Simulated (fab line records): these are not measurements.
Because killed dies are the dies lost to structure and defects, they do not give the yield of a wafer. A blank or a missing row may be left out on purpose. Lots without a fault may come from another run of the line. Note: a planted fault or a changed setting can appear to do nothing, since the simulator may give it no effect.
Which tool was responsible? -- flow n5Finfet -- Sampling: 24 lots, 72 wafers, 4 of 1938 route steps

WHAT THE GAUGES SHOWED, per wafer
N5_BEOL_M4_INSPECT_30: inspects for defects (brightfield). Usual: rawDefectCount reads 386 (standard deviation 96).
lot,measured,on,rawDefectCount,flag
L074,day 7 15:30,defectInspect-02,308 227 348,
L076,day 7 18:43,defectInspect-01,348 546 517,
L075,day 7 21:50,defectInspect-02,554 624 494,
L077,day 8 02:04,defectInspect-02,428 314 355,
L078,day 8 06:27,defectInspect-01,379 385 384,
L079,day 8 15:04,defectInspect-01,503 391 424,
L080,day 9 05:20,defectInspect-02,577 467 574,
L082,day 9 10:41,defectInspect-01,298 261 244,
L081,day 9 10:54,defectInspect-01,226 280 241,
L083,day 9 17:34,defectInspect-02,310 446 453,
L084,day 10 05:56,defectInspect-02,445 333 392,
L085,day 10 11:28,defectInspect-02,214 312 324,
L086,day 10 14:53,defectInspect-01,378 269 371,
L087,day 10 20:14,defectInspect-01,603 426 578,
L088,day 10 20:25,defectInspect-01,343 343 362,
L089,day 11 04:26,defectInspect-01,383 303 371,
L090,day 11 09:43,defectInspect-02,326 330 353,
L091,day 12 03:33,defectInspect-01,212 380 326,
L092,day 12 04:40,defectInspect-01,441 414 381,
L093,day 12 08:00,defectInspect-02,485 386 464,
L095,day 12 12:43,defectInspect-01,353 451 342,
L096,day 12 17:42,defectInspect-01,421 392 278,
L094,day 12 19:29,defectInspect-02,608 499 453,
L097,day 13 11:09,defectInspect-01,318 384 453,

WHAT TOOL EACH LOT RAN ON (gives the tool, then ch and the chambers of the sampled wafers, and finally the start)
lot,N5_BEOL_M3_DEGAS_44,N5_BEOL_M3_PRE_CLEAN_60,N5_BEOL_M3_CO_CAP_55
L074,"pvdSputter-01, day 7 07:24","cvdCo-02 ch 1,2, day 7 10:37","cvdCo-02 ch 1,2, day 7 10:40"
L076,"pvdSputter-03, day 7 10:36","cvdCo-02 ch 0,2, day 7 15:40","cvdCo-02 ch 0,2, day 7 15:42"
L075,"pvdSputter-02, day 7 14:46","cvdCo-01 ch 0,1, day 7 18:16","cvdCo-01 ch 0,1, day 7 18:18"
L077,"pvdSputter-02, day 7 17:48","cvdCo-01 ch 1,2, day 7 22:52","cvdCo-01 ch 1,2, day 7 22:54"
L078,"pvdSputter-02, day 8 00:37","cvdCo-01 ch 0,1,2, day 8 04:02","cvdCo-01 ch 0,1,2, day 8 04:04"
L079,"pvdSputter-02, day 8 07:49","cvdCo-02 ch 0,1, day 8 12:59","cvdCo-02 ch 0,1, day 8 13:02"
L080,"pvdSputter-03, day 8 22:29","cvdCo-01 ch 0,2, day 9 02:38","cvdCo-01 ch 0,2, day 9 02:41"
L082,"pvdSputter-02, day 9 04:35","cvdCo-01 ch 1,2, day 9 07:56","cvdCo-01 ch 1,2, day 9 07:59"
L081,"pvdSputter-02, day 9 04:40","cvdCo-02 ch 1,2, day 9 08:13","cvdCo-02 ch 1,2, day 9 08:16"
L083,"pvdSputter-02, day 9 11:04","cvdCo-02 ch 0,2, day 9 14:16","cvdCo-02 ch 0,2, day 9 14:19"
L084,"pvdSputter-02, day 9 22:58","cvdCo-01 ch 1,2, day 10 02:23","cvdCo-01 ch 1,2, day 10 02:25"
L085,"pvdSputter-01, day 10 04:24","cvdCo-02 ch 0,1,2, day 10 08:03","cvdCo-02 ch 0,1,2, day 10 08:05"
L086,"pvdSputter-03, day 10 07:17","cvdCo-02 ch 1,2, day 10 10:56","cvdCo-02 ch 1,2, day 10 10:59"
L087,"pvdSputter-03, day 10 10:29","cvdCo-01 ch 0,2, day 10 13:55","cvdCo-01 ch 0,2, day 10 13:58"
L088,"pvdSputter-01, day 10 13:40","cvdCo-01 ch 1,2, day 10 16:53","cvdCo-01 ch 1,2, day 10 16:55"
L089,"pvdSputter-02, day 10 22:17","cvdCo-02 ch 0,1, day 11 01:43","cvdCo-02 ch 0,1, day 11 01:45"
L090,"pvdSputter-02, day 11 03:16","cvdCo-01 ch 0,1, day 11 06:46","cvdCo-01 ch 0,1, day 11 06:48"
L091,"pvdSputter-01, day 11 21:03","cvdCo-01 ch 0,2, day 12 00:36","cvdCo-01 ch 0,2, day 12 00:40"
L092,"pvdSputter-02, day 11 21:36","cvdCo-01 ch 0,2, day 12 02:25","cvdCo-01 ch 0,2, day 12 02:28"
L093,"pvdSputter-02, day 12 02:32","cvdCo-01 ch 0,1,2, day 12 05:53","cvdCo-01 ch 0,1,2, day 12 05:56"
L095,"pvdSputter-02, day 12 05:46","cvdCo-02 ch 0,1, day 12 09:34","cvdCo-02 ch 0,1, day 12 09:37"
L096,"pvdSputter-03, day 12 12:15","cvdCo-01 ch 0,2, day 12 15:30","cvdCo-01 ch 0,2, day 12 15:32"
L094,"pvdSputter-03, day 12 12:25","cvdCo-02 ch 0,1, day 12 17:20","cvdCo-02 ch 0,1, day 12 17:22"
L097,"pvdSputter-03, day 13 04:53","cvdCo-02 ch 0,1, day 13 08:04","cvdCo-02 ch 0,1, day 13 08:07"
- N5_BEOL_M3_DEGAS_44: time 60 s.
- N5_BEOL_M3_PRE_CLEAN_60: time 15 s.
- N5_BEOL_M3_CO_CAP_55: material Co, precursor CCTBA/H2, target thk 2 nm, time 102.1 s.

AS READ BY THE TOOLS THEMSELVES (means over the sampled wafers that have a number; for cases with no such wafer, the mark the record gives instead)
N5_BEOL_M3_DEGAS_44. Usual: heaterPowerW reads 336 W (standard deviation 25).
lot,tool,heaterPowerW (W),flag
L074,pvdSputter-01,334,
L076,pvdSputter-03,330,
L075,pvdSputter-02,347,
L077,pvdSputter-02,360,
L078,pvdSputter-02,345,
L079,pvdSputter-02,345,
L080,pvdSputter-03,318,
L082,pvdSputter-02,329,
L081,pvdSputter-02,353,
L083,pvdSputter-02,325,
L084,pvdSputter-02,354,
L085,pvdSputter-01,347,
L086,pvdSputter-03,317,
L087,pvdSputter-03,330,
L088,pvdSputter-01,351,
L089,pvdSputter-02,324,
L090,pvdSputter-02,341,
L091,pvdSputter-01,350,
L092,pvdSputter-02,327,
L093,pvdSputter-02,347,
L095,pvdSputter-02,346,
L096,pvdSputter-03,320,
L094,pvdSputter-03,320,
L097,pvdSputter-03,318,

N5_BEOL_M3_PRE_CLEAN_60. Usual: heaterPowerW reads 74 W (standard deviation 10).
lot,tool,heaterPowerW (W),flag
L074,cvdCo-02,77,
L076,cvdCo-02,65,
L075,cvdCo-01,79,
L077,cvdCo-01,77,
L078,cvdCo-01,79,
L079,cvdCo-02,72,
L080,cvdCo-01,76,
L082,cvdCo-01,80,
L081,cvdCo-02,74,
L083,cvdCo-02,60,
L084,cvdCo-01,83,
L085,cvdCo-02,69,
L086,cvdCo-02,78,
L087,cvdCo-01,76,
L088,cvdCo-01,78,
L089,cvdCo-02,62,
L090,cvdCo-01,84,
L091,cvdCo-01,77,
L092,cvdCo-01,76,
L093,cvdCo-01,81,
L095,cvdCo-02,63,
L096,cvdCo-01,76,
L094,cvdCo-02,63,
L097,cvdCo-02,73,

N5_BEOL_M3_CO_CAP_55. Usual: heaterPowerW reads 223 W (standard deviation 13).
lot,tool,heaterPowerW (W),flag
L074,cvdCo-02,229,
L076,cvdCo-02,210,
L075,cvdCo-01,229,
L077,cvdCo-01,230,
L078,cvdCo-01,229,
L079,cvdCo-02,220,
L080,cvdCo-01,225,
L082,cvdCo-01,226,
L081,cvdCo-02,225,
L083,cvdCo-02,204,
L084,cvdCo-01,235,
L085,cvdCo-02,215,
L086,cvdCo-02,225,
L087,cvdCo-01,227,
L088,cvdCo-01,230,
L089,cvdCo-02,208,
L090,cvdCo-01,235,
L091,cvdCo-01,226,
L092,cvdCo-01,226,
L093,cvdCo-01,230,
L095,cvdCo-02,208,
L096,cvdCo-01,227,
L094,cvdCo-02,210,
L097,cvdCo-02,216,

THE ANSWER, worked out from the rows above alone
Rule: a lot is off if the mean of its wafers that have a number lies more than 3 standard deviations from the usual mean. Also off: a lot with no number at a reading for which 4 or more lots have one. Where the step has rows for the other lots, those lots are counted as sound. Order of review: gauges by route order, followed by the tools' own readings, for which a lot's mean as printed above is used. The first step at which some lot is off is used, and at that step the reading that is off furthest; a lot without a number counts as furthest.
No lot is off at any reading shown: from this, nothing can be told.

WHAT THE SIMULATOR HAD PUT IN
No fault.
